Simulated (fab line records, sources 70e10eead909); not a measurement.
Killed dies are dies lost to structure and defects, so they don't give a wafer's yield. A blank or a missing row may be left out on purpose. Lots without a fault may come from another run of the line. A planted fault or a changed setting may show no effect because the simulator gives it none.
Chamber matching | flow nand_harc | NHARC_P_CONTACT_CMP_24 on cmp-01: 4 sister chambers
The step polishes, t overpolish 30 s, target thk 200 nm. 16 wafers are shown with their chamber, then 8 later ones without.

WAFERS WITH THEIR CHAMBER
wafer  | chamber | motor_current_A (A) | time_to_endpoint_s (s) | overpolish_run_s (s)
L074.1 | 3       | 10.9                | 43                     | 30.002
L074.5 | 1       | 11.1                | 44                     | 30.000
L074.6 | 0       | 10.6                | 40                     | 30.021
L075.2 | 1       | 11.0                | 39                     | 30.005
L075.4 | 0       | 10.9                | 43                     | 30.003
L075.5 | 2       | 12.3                | 37                     | 30.027
L080.2 | 2       | 13.0                | 36                     | 30.017
L080.3 | 0       | 10.9                | 43                     | 29.990
L080.5 | 1       | 10.8                | 40                     | 30.004
L081.3 | 2       | 13.1                | 37                     | 29.998
L081.5 | 2       | 12.6                | 36                     | 29.995
L081.6 | 1       | 10.7                | 40                     | 30.021
L083.2 | 3       | 11.7                | 41                     | 29.993
L083.3 | 1       | 10.6                | 39                     | 29.993
L083.6 | 1       | 10.6                | 38                     | 30.003
L086.2 | 0       | 10.5                | 41                     | 30.020

SIGNATURES (means of the wafers above)
reading            | chamber 0 | chamber 1 | chamber 2 | chamber 3 | scatter within a chamber
motor_current_A    | 10.725    | 10.800    | 12.750    | 11.300    | 0.3
time_to_endpoint_s | 41.75     | 40.00     | 36.50     | 42.00     | 1.63
overpolish_run_s   | 30.00850  | 30.00433  | 30.00925  | 29.99750  | 0.0124
Rule: a wafer's distance from a chamber is the root of the sum, over the readings, of the square of ((its reading less the chamber's mean) divided by the reading's scatter). The wafer belongs to the nearest chamber; if the next one is less than 2 further off, it can't be placed. The scatter: the root of (the sum of the squares of (reading less its chamber's mean) over the shown wafers, divided by (wafers less chambers)).

WAFERS WITHOUT THEIR CHAMBER
wafer  | motor_current_A (A) | time_to_endpoint_s (s) | overpolish_run_s (s)
L086.5 | 11.0                | 40                     | 29.996
L086.6 | 10.4                | 38                     | 29.996
L093.1 | 10.9                | 38                     | 29.990
L093.5 | 12.4                | 34                     | 29.991
L093.6 | 11.2                | 41                     | 29.998
L094.1 | 12.8                | 33                     | 29.997
L094.2 | 11.7                | 40                     | 30.002
L094.5 | 10.8                | 39                     | 29.987

WHICH CHAMBER EACH WENT THROUGH
wafer  | from the rows above          | in truth
L086.5 | can't be placed: 1 or 3 or 0 | 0
L086.6 | can't be placed: 1 or 0 or 3 | 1
L093.1 | can't be placed: 1 or 0 or 3 | 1
L093.5 | 2                            | 2
L093.6 | can't be placed: 3 or 1 or 0 | 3
L094.1 | 2                            | 2
L094.2 | can't be placed: 3 or 1 or 0 | 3
L094.5 | can't be placed: 1 or 0 or 3 | 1
Placed correctly: 2 of 8. Can't be placed from these rows: 6 (the true chamber is among the candidates in 6). Placed wrongly: 0.
